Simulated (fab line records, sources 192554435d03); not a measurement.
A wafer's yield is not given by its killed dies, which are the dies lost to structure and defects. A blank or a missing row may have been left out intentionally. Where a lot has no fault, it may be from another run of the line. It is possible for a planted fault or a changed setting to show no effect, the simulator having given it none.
Struck lot and sound lot, side by side    flow n5 finfet    15 out of 1938 route steps
Sound: wafers L718.3, L718.5, L718.6. Struck: wafers L719.1, L719.6 (left out: L719.2, a lot-mate that was not struck); the cause follows at the end.
For every step that has rows: the tool of each side, followed by ch and its chambers, followed by its first start. Under that, the readings that differ: sound wafers    struck wafers    difference of the means    sigmas: that difference in standard deviations of wafers without a fault.
alike: words and numbers the same on both sides, and readings whose means are apart by under 2 such deviations; not compared: readings that were withheld, readings missing a value for some wafer, numbers with overlapping values and no deviation given by the record, and bounds like >300 which may hide the same value.
The two part at a step that has a row with sigmas, a row that says differs or no value, or rows on one side only. When numbers do not overlap yet have no deviation, they are printed without sigmas and do not part them. A reading that every wafer of one side lacks parts them only if that side has two wafers or more.

first, 8 steps without rows for these wafers: N5_MIM_TOP_LITHO_HMDS_01 (time 60 s); N5_MIM_TOP_LITHO_COAT_02; N5_MIM_TOP_LITHO_EBR_04; N5_MIM_TOP_LITHO_SOFTBAKE_03 (time 90 s); N5_MIM_TOP_LITHO_EXPOSE_05 (exposes mask MIM TOP, target cd 2000 nm); N5_MIM_TOP_LITHO_PEB_06; N5_MIM_TOP_LITHO_DEVELOP_07 (develop time 60 s); N5_MIM_TOP_LITHO_HARDBAKE_09 (time 120 s).
N5_MIM_TOP_LITHO_CD_MEAS_08: target cd 2000 nm.
  sound on cd sem-01 ch 0, day 14 00:49; struck on cd sem-03 ch 0, day 14 22:11
  alike: cd nm
N5_MIM_TOP_LITHO_OVL_MEAS_11:
  sound on overlay-01 ch 0, day 14 00:50; struck on overlay-01 ch 0, day 14 22:13
  alike: MIM_TOP_OVL
N5_MIM_TOP_LITHO_INSPECT_12: inspects for defects (macro).
  struck on defect inspect-01, day 14 22:14; sound on defect inspect-01, day 14 00:52
  alike: raw defect count
N5_MIM_TOP_LITHO_DESCUM_10: chemistry O2, time 7.9 s.
  sound on rie diel-04 ch 2,3, day 14 00:56; struck on rie diel-05 ch 2, day 14 22:17
reading       sound              struck       difference  sigmas
rf vpp V (V)  243.3 243.0 241.6  246.1 246.0  +3.4        +2
  alike: drypump motor current A, oes product au, showerhead plenum p Torr, throttle valve pct
  not compared: rf hours counter h
N5_MIM_TOP_ETCH_ETCH_00: etches TiN in Cl2/BCl3, target depth 38.5 nm.
  sound on rie metal-02 ch 0, day 14 01:05; struck on rie metal-02 ch 0, day 14 22:23
reading                                   sound              struck       difference  sigmas
mfc cl2 sccm (sccm)                       53.10 53.12 53.25  36.65 36.39  -16.64      -99 or more
throttle valve pct (%)                    22.90 22.88 22.88  20.87 20.87  -2.02       -10
model.MIM_TOP_ETCH.feature depth nm (nm)  39.8 39.4 39.6     38.8 38.6    -0.9        
  alike: drypump motor current A, oes product au
  not compared: rf hours counter h
N5_MIM_TOP_ETCH_STRIP_01: strips in O2.
  sound on rie diel-02 ch 1,2,3, day 14 01:16; struck on rie diel-03 ch 2, day 14 22:40
reading                      sound        struck   difference  sigmas
drypump motor current A (A)  5.6 6.5 5.7  4.8 4.8  -1.1        -2
  alike: oes product au, rf vpp V, showerhead plenum p Torr, throttle valve pct
  not compared: rf hours counter h
N5_PASSIVATION_PROBE_49:
  struck on prober-02, day 15 09:34; sound on prober-01, day 14 14:29
reading      sound           struck     difference  sigmas
killed dies  107 117 131     75 92      -35         -2
killed open  87 73 88        31 64      -35         -3
sort n pass  1073 1063 1049  1105 1088  +35         +2
  alike: defect limited yield, killed_at_M0_to_M3, killed_at_M4_up, killed at contacts, killed at front end, killed at other, killed short, sort_bin_5_function, sort_bin_6_memory, sort_bin_8_speed, sort yield pct

## WHERE THEY PART
Last at N5_PASSIVATION_PROBE_49 as far as this record goes, first at N5_MIM_TOP_LITHO_DESCUM_10.

WHY: the cause the simulator had injected
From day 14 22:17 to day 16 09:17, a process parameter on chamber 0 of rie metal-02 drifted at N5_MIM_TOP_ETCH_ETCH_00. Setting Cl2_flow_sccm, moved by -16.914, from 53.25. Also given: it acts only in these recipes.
